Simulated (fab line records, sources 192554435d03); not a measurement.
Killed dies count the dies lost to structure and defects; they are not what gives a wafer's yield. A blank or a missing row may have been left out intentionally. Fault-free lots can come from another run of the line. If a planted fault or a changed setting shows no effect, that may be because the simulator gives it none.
Which tool was responsible? ; flow n5_finfet ; 9 lots with 25 wafers sampled at 8 steps, on a route of 1938 steps

== WHAT EACH GAUGE READ, for each wafer ==
N5_BEOL_M4_INSPECT_59: inspects for defects (darkfield).
lot;measured;on;raw_defect_count
L219;day 7 17:23;defect_inspect-01;110 85 117
L222;day 8 07:34;defect_inspect-01;29 63 75
L226;day 9 22:11;defect_inspect-01;441 443 527
L227;day 10 02:05;defect_inspect-02;430 446 450
L233;day 11 16:49;defect_inspect-02;117 113 62
L234;day 12 10:05;defect_inspect-02;81 56
L239;day 12 22:41;defect_inspect-02;89 54 59
L240;day 13 01:01;defect_inspect-02;55 60
L242;day 14 08:55;defect_inspect-02;40 49 68

N5_BEOL_M4_RC_MEAS_101.
lot;measured;on;DIBL_N (mV/V);DIBL_P (mV/V);IOFF_N (nA/um);IOFF_P (nA/um);ION_N (uA/um);ION_P (uA/um);SS_N (mV/dec);SS_P (mV/dec);VT_N (mV);VT_P (mV)
L219;day 7 17:24;prober-01;32.5 36.8 35.2;32.4 37.7 36.3;0.11 0.20 0.17;0.16 0.25 0.22;650 690 677;452 468 463;70.7 71.8 71.6;72.4 74.1 72.6;252 241 247;-253 -249 -248
L222;day 8 07:55;prober-02;35.7 41.1 35.3;35.8 42.1 35.4;0.14 0.26 0.14;0.18 0.29 0.18;669 694 658;452 470 455;71.3 73.5 71.3;74.0 75.4 73.2;251 245 252;-253 -249 -255
L226;day 9 22:13;prober-01;39.0 34.1 38.5;40.5 33.8 40.0;0.18 0.11 0.18;0.25 0.16 0.24;696 676 694;479 470 477;71.5 70.5 71.4;73.8 71.8 74.2;250 253 250;-249 -254 -247
L227;day 10 02:07;prober-02;34.2 29.9 35.6;34.9 28.0 35.0;0.14 0.08 0.17;0.17 0.10 0.17;666 634 681;455 431 455;70.9 70.5 71.5;73.2 71.9 72.6;251 259 247;-254 -261 -256
L233;day 11 16:50;prober-01;38.2 35.4 34.8;38.9 36.4 36.2;0.18 0.13 0.15;0.21 0.17 0.19;669 667 698;458 461 475;71.9 71.2 70.6;74.2 73.1 73.2;249 253 248;-252 -256 -252
L234;day 12 10:34;prober-01;39.0 39.0;37.4 38.4;0.17 0.19;0.22 0.25;673 692;453 470;72.1 71.7;74.3 74.8;249 248;-251 -249
L239;day 12 22:52;prober-01;36.1 34.7 37.6;37.7 35.3 37.5;0.18 0.15 0.20;0.27 0.22 0.26;673 683 681;466 473 467;72.0 71.0 71.9;74.1 73.4 73.8;249 249 244;-245 -248 -247
L240;day 13 01:31;prober-01;37.0 37.9;38.9 40.3;0.16 0.17;0.22 0.23;673 672;455 460;71.2 72.0;73.2 73.9;251 251;-252 -250
L242;day 14 09:05;prober-01;34.2 36.0 32.6;36.4 37.1 33.2;0.15 0.18 0.12;0.21 0.22 0.17;678 682 665;460 462 457;71.5 71.9 71.3;74.1 73.2 72.6;248 246 251;-249 -250 -254

N5_BEOL_M5_INSPECT_13: inspects for defects (brightfield).
lot;measured;on;raw_defect_count
L219;day 7 20:12;defect_inspect-02;459 806 437
L222;day 8 12:31;defect_inspect-01;429 496 405
L226;day 10 01:43;defect_inspect-01;960 1013 879
L227;day 10 05:09;defect_inspect-01;723 786 721
L233;day 11 19:37;defect_inspect-02;657 541 420
L234;day 12 12:52;defect_inspect-02;414 303
L239;day 13 01:03;defect_inspect-02;613 376 620
L240;day 13 03:55;defect_inspect-02;398 304
L242;day 14 12:04;defect_inspect-02;437 560 437

N5_BEOL_M5_INSPECT_30: inspects for defects (brightfield).
lot;measured;on;raw_defect_count
L219;day 7 23:41;defect_inspect-01;488 864 451
L222;day 8 13:34;defect_inspect-02;394 431 390
L226;day 10 02:44;defect_inspect-02;930 989 902
L227;day 10 09:28;defect_inspect-02;671 756 677
L233;day 11 20:45;defect_inspect-02;653 489 435
L234;day 12 13:58;defect_inspect-02;432 306
L239;day 13 04:53;defect_inspect-02;645 394 627
L240;day 13 04:56;defect_inspect-02;402 308
L242;day 14 16:02;defect_inspect-02;454 548 443

== WHICH TOOL RAN EACH LOT (tool, then ch and the chambers of the sampled wafers, then the start) ==
lot;N5_BEOL_M4_ANNEAL_91;N5_BEOL_M4_ANNEAL_95;N5_BEOL_M4_DEP_57;N5_BEOL_M5_CURE_79
L219;pvd_sputter-02, day 7 15:44;pvd_sputter-02, day 7 16:10;pecvd-01 ch 1,2, day 7 17:17;uv_cure-01 ch 2, day 7 18:47
L222;pvd_sputter-01, day 8 05:55;pvd_sputter-01, day 8 06:22;pecvd-01 ch 0,2, day 8 07:29;uv_cure-01 ch 0, day 8 08:47
L226;pvd_sputter-03, day 9 20:10;pvd_sputter-03, day 9 20:37;pecvd-01 ch 0,1, day 9 22:05;uv_cure-02 ch 2, day 9 23:14
L227;pvd_sputter-02, day 10 00:23;pvd_sputter-02, day 10 00:49;pecvd-01 ch 0,1, day 10 02:00;uv_cure-02 ch 0, day 10 03:08
L233;pvd_sputter-02, day 11 15:08;pvd_sputter-02, day 11 15:34;pecvd-02 ch 1,2, day 11 16:43;uv_cure-03 ch 1, day 11 17:52
L234;pvd_sputter-01, day 12 08:22;pvd_sputter-01, day 12 08:49;pecvd-03 ch 1,2, day 12 10:00;uv_cure-01 ch 0, day 12 11:46
L239;pvd_sputter-02, day 12 20:19;pvd_sputter-02, day 12 20:46;pecvd-02 ch 1,2, day 12 22:35;uv_cure-03 ch 0, day 12 23:49
L240;pvd_sputter-03, day 12 23:13;pvd_sputter-03, day 12 23:40;pecvd-02 ch 0,1, day 13 00:57;uv_cure-02 ch 1, day 13 02:19
L242;pvd_sputter-03, day 14 07:15;pvd_sputter-03, day 14 07:41;pecvd-01 ch 0,1,2, day 14 08:49;uv_cure-01 ch 0, day 14 10:08
- N5_BEOL_M4_ANNEAL_91: time 240 s.
- N5_BEOL_M4_ANNEAL_95: time 240 s.
- N5_BEOL_M4_DEP_57: deposits SiCN from 3MS/NH3, target thk 8 nm, time 14 s.
- N5_BEOL_M5_CURE_79: cures SiCOH lowk, time 240 s.

== AS READ BY THE TOOLS THEMSELVES (means over the sampled wafers that have a number; for cases with no such wafer, the mark the record gives instead) ==
N5_BEOL_M4_ANNEAL_91.
lot;tool;heater_power_w (W)
L219;pvd_sputter-02;820
L222;pvd_sputter-01;756
L226;pvd_sputter-03;876
L227;pvd_sputter-02;838
L233;pvd_sputter-02;843
L234;pvd_sputter-01;796
L239;pvd_sputter-02;835
L240;pvd_sputter-03;942
L242;pvd_sputter-03;818

N5_BEOL_M4_ANNEAL_95.
lot;tool;heater_power_w (W)
L219;pvd_sputter-02;818
L222;pvd_sputter-01;764
L226;pvd_sputter-03;889
L227;pvd_sputter-02;846
L233;pvd_sputter-02;833
L234;pvd_sputter-01;768
L239;pvd_sputter-02;840
L240;pvd_sputter-03;920
L242;pvd_sputter-03;829

N5_BEOL_M4_DEP_57.
lot;tool;showerhead_plenum_p_Torr (Torr);throttle_valve_pct (%)
L219;pecvd-01;3.670;8.8
L222;pecvd-01;3.667;8.8
L226;pecvd-01;3.674;8.9
L227;pecvd-01;3.674;9.0
L233;pecvd-02;3.666;9.3
L234;pecvd-03;3.677;8.4
L239;pecvd-02;3.664;9.2
L240;pecvd-02;3.661;9.2
L242;pecvd-01;3.672;8.8

N5_BEOL_M5_CURE_79.
lot;tool;lamp_power_pct (%);wafer_temp_C_max
L219;uv_cure-01;52.34;386.6
L222;uv_cure-01;52.28;386.4
L226;uv_cure-02;52.30;386.1
L227;uv_cure-02;52.29;386.9
L233;uv_cure-03;52.29;387.6
L234;uv_cure-01;52.28;386.4
L239;uv_cure-03;52.31;387.0
L240;uv_cure-02;52.30;385.9
L242;uv_cure-01;52.30;386.6

== THE ANSWER, worked out from the rows above alone ==
Rule: the lots themselves supply what counts as usual. The widest of any qualifying gaps counts: lots, ordered by their means at a reading, are off when they make up no more than a third of the lots, leave a main group of 4 or more, and stand apart from it by 3 or more times the standard deviation of that group's means. The tables above print the reading to a certain number of digits; a main group whose means all agree to those digits is not used. A lot without any number at a reading at which 4 lots or more have one is off too. Where the step has rows for the other lots, those lots are counted as sound. The gauges are gone through in route order, then the tools' own readings, and for those a lot's mean is taken as printed above. At the first step where some lot is off, the reading lying furthest off is the one used; lots without a number count as furthest.
Off: L226, L227 (N5_BEOL_M4_INSPECT_59, raw_defect_count). The main group has a mean of 72 with a standard deviation of 19.
If a tool, at a process step before that reading, ran all the lots that are off and no sound lot after the first of them, it fits. The gauges at N5_BEOL_M4_INSPECT_59 are tried like those tools. No candidate that was tried fits.

== WHAT HAD BEEN PUT IN BY THE SIMULATOR ==
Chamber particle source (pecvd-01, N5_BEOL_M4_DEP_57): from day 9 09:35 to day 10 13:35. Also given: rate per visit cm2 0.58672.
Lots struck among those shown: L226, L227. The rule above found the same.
